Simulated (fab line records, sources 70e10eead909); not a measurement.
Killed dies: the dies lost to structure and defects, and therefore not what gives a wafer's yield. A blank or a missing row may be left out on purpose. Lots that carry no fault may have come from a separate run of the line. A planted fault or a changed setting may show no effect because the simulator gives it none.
Chamber matching | flow nand-harc | 4 sister chambers for NHARC_A_M0_ETCH_34 on rie-diel-07
The step etches the open film in N2/H2, target depth 40 nm, overetch 12 nm, time 43.94 s. 18 wafers are shown with their chamber, then 9 later ones without.

EACH WAFER AND ITS CHAMBER
wafer  | chamber | showerhead-plenum-p-Torr (Torr) | n2-flow-sccm (sccm) | rf-vpp-V (V)
L082.3 | 0       | 2.14                            | 149.7               | 434.1
L082.4 | 3       | 2.07                            | 150.6               | 431.5
L082.6 | 0       | 2.14                            | 150.7               | 432.5
L083.1 | 3       | 2.07                            | 150.3               | 432.4
L083.4 | 0       | 2.14                            | 149.6               | 433.5
L083.5 | 2       | 2.09                            | 149.9               | 432.1
L085.1 | 3       | 2.07                            | 150.8               | 431.1
L085.3 | 2       | 2.09                            | 149.5               | 431.2
L085.4 | 1       | 2.16                            | 149.2               | 434.4
L088.2 | 0       | 2.14                            | 150.2               | 433.0
L088.3 | 2       | 2.09                            | 150.2               | 431.9
L088.6 | 3       | 2.07                            | 150.0               | 431.4
L089.2 | 0       | 2.14                            | 150.1               | 435.4
L089.3 | 2       | 2.09                            | 150.8               | 431.8
L089.6 | 0       | 2.14                            | 149.3               | 433.1
L090.1 | 1       | 2.16                            | 149.5               | 432.2
L090.3 | 0       | 2.13                            | 149.9               | 431.9
L090.5 | 2       | 2.09                            | 150.3               | 432.4

SIGNATURES, as means of the wafers listed above
reading                  | chamber 0 | chamber 1 | chamber 2 | chamber 3 | scatter within a chamber
showerhead-plenum-p-Torr | 2.1386    | 2.1600    | 2.0900    | 2.0700    | 0.00247
n2-flow-sccm             | 149.929   | 149.350   | 150.140   | 150.425   | 0.431
rf-vpp-V                 | 433.357   | 433.300   | 431.880   | 431.600   | 0.924
Rule: a wafer's distance from a chamber is the root of the sum, over the readings, of the square of ((its reading less the chamber's mean) divided by the reading's scatter). If the next closest chamber is less than 2 further off than the closest, the wafer can't be placed; otherwise it belongs to the closest. The scatter: the root of (the sum of the squares of (reading less its chamber's mean) over the shown wafers, divided by (wafers less chambers)).

WAFERS WITHOUT THEIR CHAMBER
wafer  | showerhead-plenum-p-Torr (Torr) | n2-flow-sccm (sccm) | rf-vpp-V (V)
L092.1 | 2.07                            | 149.9               | 429.8
L092.2 | 2.13                            | 150.5               | 433.2
L092.3 | 2.09                            | 150.1               | 432.1
L096.3 | 2.07                            | 149.8               | 431.9
L096.4 | 2.16                            | 149.4               | 434.5
L096.5 | 2.09                            | 150.4               | 430.8
L097.1 | 2.16                            | 150.1               | 432.8
L097.4 | 2.08                            | 150.0               | 430.5
L097.5 | 2.08                            | 149.9               | 431.6

WHICH CHAMBER EACH ONE RAN IN
wafer  | from the rows above     | in truth
L092.1 | 3                       | 3
L092.2 | 0                       | 0
L092.3 | 2                       | 2
L096.3 | 3                       | 3
L096.4 | 1                       | 1
L096.5 | 2                       | 2
L097.1 | 1                       | 1
L097.4 | can't be placed: 2 or 3 | 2
L097.5 | can't be placed: 2 or 3 | 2
Placed correctly: 7 of 9. From these rows, 2 cannot be placed; in 2 the true chamber is one of the candidates. Wrongly placed: 0.
